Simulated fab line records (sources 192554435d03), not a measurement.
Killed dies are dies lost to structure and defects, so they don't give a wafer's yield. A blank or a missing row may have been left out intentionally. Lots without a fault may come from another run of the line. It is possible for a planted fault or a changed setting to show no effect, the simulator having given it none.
Matching of chambers    flow n5Finfet    N5_SDB_ETCH_18 on rieDiel-05: 4 sister chambers
The step etches SOC in N2/H2, target depth 100 nm, overetch 20 nm, time 150 s. 8 wafers are shown with their chamber, then 10 later ones without.

## WAFERS WITH THEIR CHAMBER
wafer   chamber  drypumpMotorCurrentA (A)  throttleValvePct (%)
L076.5  1        5.82                      17.6
L078.1  1        5.82                      17.6
L083.5  3        5.90                      18.2
L084.1  2        6.14                      18.0
L084.4  3        5.92                      18.2
L084.6  0        5.56                      17.5
L085.2  0        5.57                      17.5
L085.3  2        6.17                      17.9

## WAFERS WITH NO CHAMBER GIVEN
wafer   drypumpMotorCurrentA (A)  throttleValvePct (%)
L085.6  5.57                      17.5
L086.2  5.57                      17.5
L086.3  6.13                      18.0
L086.4  6.13                      18.0
L087.1  5.83                      17.2
L087.2  5.60                      17.5
L087.6  5.82                      17.2
L088.2  5.81                      17.2
L088.5  5.83                      17.2
L088.6  6.14                      18.0

## WHICH CHAMBER EACH ONE RAN IN
wafer   from the rows above  in truth
L085.6  0                    0
L086.2  0                    0
L086.3  2                    2
L086.4  2                    2
L087.1  1                    1
L087.2  0                    0
L087.6  1                    1
L088.2  1                    1
L088.5  1                    1
L088.6  2                    2
Placed correctly: 10 of 10. Not placeable from these rows: 0. Placed wrongly: 0.
How it was worked out, from the rows above alone: a wafer's distance from a chamber is the root of the sum, over the readings, of the square of ((its reading less the chamber's mean) divided by the reading's scatter). The wafer belongs to the nearest chamber; if the next one is less than 2 further off, it can't be placed. Each chamber's mean is taken over the wafers shown for it. How the scatter is found: for the shown wafers, subtract from each reading the mean of its chamber, square and add these, divide the total by (wafers less chambers), then take the root.
